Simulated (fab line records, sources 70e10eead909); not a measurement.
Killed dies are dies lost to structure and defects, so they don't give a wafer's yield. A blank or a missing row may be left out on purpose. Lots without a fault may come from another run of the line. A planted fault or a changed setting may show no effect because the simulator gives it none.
Chamber matching | flow nand_harc | NHARC_A_STAIRCASE_ETCH_313 on rie_diel-01: 4 sister chambers
The step etches the open film in CF4/CHF3. 8 wafers are shown with their chamber, then 12 later ones without.

WAFERS WITH THEIR CHAMBER
wafer  | chamber | showerhead_plenum_p_Torr (Torr) | cf4_flow_sccm (sccm)
L082.3 | 3       | 1.57                            | 100.16
L089.1 | 3       | 1.56                            | 100.06
L090.3 | 1       | 1.46                            | 100.37
L090.4 | 0       | 1.51                            | 100.10
L090.5 | 2       | 1.57                            | 100.17
L092.1 | 2       | 1.56                            | 99.70
L092.2 | 1       | 1.70                            | 100.20
L092.3 | 0       | 1.51                            | 99.85

WAFERS WITHOUT THEIR CHAMBER
wafer  | showerhead_plenum_p_Torr (Torr) | cf4_flow_sccm (sccm)
L091.1 | 1.56                            | 100.31
L091.4 | 1.51                            | 100.20
L091.5 | 1.70                            | 100.03
L093.1 | 1.51                            | 99.95
L093.4 | 1.70                            | 99.89
L093.5 | 1.56                            | 100.05
L094.3 | 1.56                            | 99.91
L094.5 | 1.56                            | 99.75
L094.6 | 1.51                            | 100.17
L097.1 | 1.51                            | 100.08
L097.2 | 1.56                            | 99.98
L097.6 | 1.51                            | 99.87

WHICH CHAMBER EACH WENT THROUGH
wafer  | from the rows above               | in truth
L091.1 | can't be placed: 1 or 3 or 0 or 2 | 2
L091.4 | can't be placed: 3 or 1 or 0 or 2 | 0
L091.5 | can't be placed: 3 or 2 or 1 or 0 | 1
L093.1 | can't be placed: 0 or 2 or 3 or 1 | 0
L093.4 | can't be placed: 2 or 3 or 0 or 1 | 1
L093.5 | can't be placed: 3 or 2 or 0 or 1 | 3
L094.3 | can't be placed: 2 or 0 or 3 or 1 | 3
L094.5 | can't be placed: 2 or 0 or 3 or 1 | 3
L094.6 | can't be placed: 3 or 0 or 1 or 2 | 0
L097.1 | can't be placed: 0 or 3 or 2 or 1 | 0
L097.2 | can't be placed: 2 or 0 or 3 or 1 | 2
L097.6 | can't be placed: 0 or 2 or 3 or 1 | 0
Placed correctly: 0 of 12. Can't be placed from these rows: 12 (the true chamber is among the candidates in 12). Placed wrongly: 0.
How it was worked out, from the rows above alone: a wafer's distance from a chamber is the root of the sum, over the readings, of the square of ((its reading less the chamber's mean) divided by the reading's scatter). The wafer belongs to the nearest chamber; if the next one is less than 2 further off, it can't be placed. A chamber's mean is the mean of its shown wafers. The scatter: the root of (the sum of the squares of (reading less its chamber's mean) over the shown wafers, divided by (wafers less chambers)).
